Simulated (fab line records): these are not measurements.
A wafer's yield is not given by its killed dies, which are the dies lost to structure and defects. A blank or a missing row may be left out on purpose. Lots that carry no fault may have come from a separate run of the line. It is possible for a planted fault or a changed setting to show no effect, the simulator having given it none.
Which tool was responsible? ; flow n5 finfet ; Sampling: 24 lots, 72 wafers, 2 of 1938 route steps

WHAT THE GAUGES SHOWED, per wafer
N5_FIN_SAQP_CD_MEAS_16: the cd target is 35.6 nm. Usual: 35.6 nm for cd nm, sd 0.37.
lot;measured;on;cd nm (nm);flag
L074;day 1 21:37;cd sem-03;34.7 35.1 34.8;
L075;day 2 04:04;cd sem-02;35.8 35.7 35.4;
L076;day 2 10:00;cd sem-03;35.4 35.8 36.4;
L077;day 2 15:29;cd sem-03;35.5 35.6 35.2;
L078;day 2 22:27;cd sem-03;35.5 35.0 35.0;
L079;day 3 03:45;cd sem-02;35.9 35.6 35.4;
L080;day 3 09:22;cd sem-03;35.3 35.6 35.6;
L081;day 3 16:52;cd sem-01;35.4 35.2 35.1;
L082;day 3 21:22;cd sem-02;35.4 35.5 35.5;
L083;day 4 03:22;cd sem-03;35.9 35.5 35.6;
L084;day 4 09:36;cd sem-03;36.1 35.3 35.1;
L085;day 4 18:32;cd sem-02;35.2 36.8 35.7;
L086;day 4 22:12;cd sem-01;35.7 36.2 35.6;
L087;day 5 05:33;cd sem-01;35.3 35.4 35.5;
L088;day 5 10:04;cd sem-01;36.0 35.9 35.1;
L089;day 5 15:30;cd sem-02;35.5 35.8 35.2;
L090;day 5 21:47;cd sem-02;35.6 35.5 35.7;
L091;day 6 03:52;cd sem-03;35.1 35.7 35.6;
L092;day 6 10:12;cd sem-02;36.1 36.0 35.5;
L093;day 6 16:17;cd sem-01;35.7 35.5 35.4;
L094;day 6 22:59;cd sem-03;36.0 35.4 35.6;
L095;day 7 04:35;cd sem-02;35.5 35.6 36.2;
L096;day 7 11:07;cd sem-02;35.1 35.4 36.0;
L097;day 7 15:47;cd sem-01;35.5 35.5 36.3;

EACH LOT AND THE TOOL THAT RAN IT (in order: tool; ch and the chambers of the sampled wafers; start)
lot;N5_FIN_SAQP_PECVD_47
L074;pecvd-01 ch 0,2, day 1 21:05
L075;pecvd-01 ch 0,1,2, day 2 03:25
L076;pecvd-02 ch 0,1, day 2 09:20
L077;pecvd-03 ch 0,1,2, day 2 14:49
L078;pecvd-03 ch 0,1,2, day 2 21:10
L079;pecvd-02 ch 0,1,2, day 3 03:06
L080;pecvd-01 ch 0,1,2, day 3 08:41
L081;pecvd-03 ch 0,2, day 3 16:21
L082;pecvd-03 ch 0,2, day 3 20:42
L083;pecvd-02 ch 0,1,2, day 4 02:50
L084;pecvd-03 ch 1,2, day 4 08:56
L085;pecvd-02 ch 0,1,2, day 4 18:01
L086;pecvd-01 ch 0,1,2, day 4 21:32
L087;pecvd-03 ch 0,1,2, day 5 04:53
L088;pecvd-03 ch 0,1, day 5 09:25
L089;pecvd-02 ch 0,1, day 5 14:58
L090;pecvd-01 ch 0,1,2, day 5 21:08
L091;pecvd-02 ch 0,1,2, day 6 03:20
L092;pecvd-01 ch 0,1,2, day 6 09:33
L093;pecvd-02 ch 0,1,2, day 6 15:38
L094;pecvd-03 ch 0,2, day 6 22:19
L095;pecvd-01 ch 1,2, day 7 03:56
L096;pecvd-01 ch 0,2, day 7 10:22
L097;pecvd-03 ch 0,2, day 7 15:16
- N5_FIN_SAQP_PECVD_47: deposits a-Si from SiH4/He, target thk 45 nm, time 36.3 s.

WHAT THE TOOLS THEMSELVES READ (means of the sampled wafers that have a number; where no wafer has one, the mark that the record gives instead)
N5_FIN_SAQP_PECVD_47. Usual: heater power w 837 W, standard deviation 70; showerhead plenum p Torr 5.66 Torr, standard deviation 0.045; throttle valve pct 18.0 %, standard deviation 0.71.
lot;tool;heater power w (W);showerhead plenum p Torr (Torr);throttle valve pct (%);flag
L074;pecvd-01;790;5.71;18.0;
L075;pecvd-01;802;5.66;17.8;
L076;pecvd-02;843;5.70;18.7;
L077;pecvd-03;919;5.64;17.6;
L078;pecvd-03;884;5.63;17.8;
L079;pecvd-02;810;5.69;18.5;
L080;pecvd-01;764;5.67;17.9;
L081;pecvd-03;864;5.63;17.9;
L082;pecvd-03;924;5.62;17.7;
L083;pecvd-02;816;5.69;18.5;
L084;pecvd-03;843;5.63;17.6;
L085;pecvd-02;833;5.69;18.6;
L086;pecvd-01;772;5.68;17.8;
L087;pecvd-03;893;5.63;17.8;
L088;pecvd-03;846;5.63;17.8;
L089;pecvd-02;827;5.70;18.8;
L090;pecvd-01;835;5.67;17.8;
L091;pecvd-02;825;5.68;18.6;
L092;pecvd-01;796;5.67;17.8;
L093;pecvd-02;856;5.68;18.4;
L094;pecvd-03;918;5.63;17.9;
L095;pecvd-01;798;5.66;18.4;
L096;pecvd-01;816;5.72;18.0;
L097;pecvd-03;951;5.63;17.7;

THE ANSWER, worked out from the rows above alone
Rule: a lot is off if the mean of its wafers that have a number lies more than 3 standard deviations from the usual mean. Also off: a lot with no number at a reading for which 4 or more lots have one. Any other lot the step has rows for is counted as sound. The gauges are gone through in route order, then the tools' own readings, and for those a lot's mean is taken as printed above. At the first step where some lot is off, the reading lying furthest off is the one used; lots without a number count as furthest.
None of the lots is off at any reading shown; this tells nothing.

WHAT THE SIMULATOR HAD INSERTED
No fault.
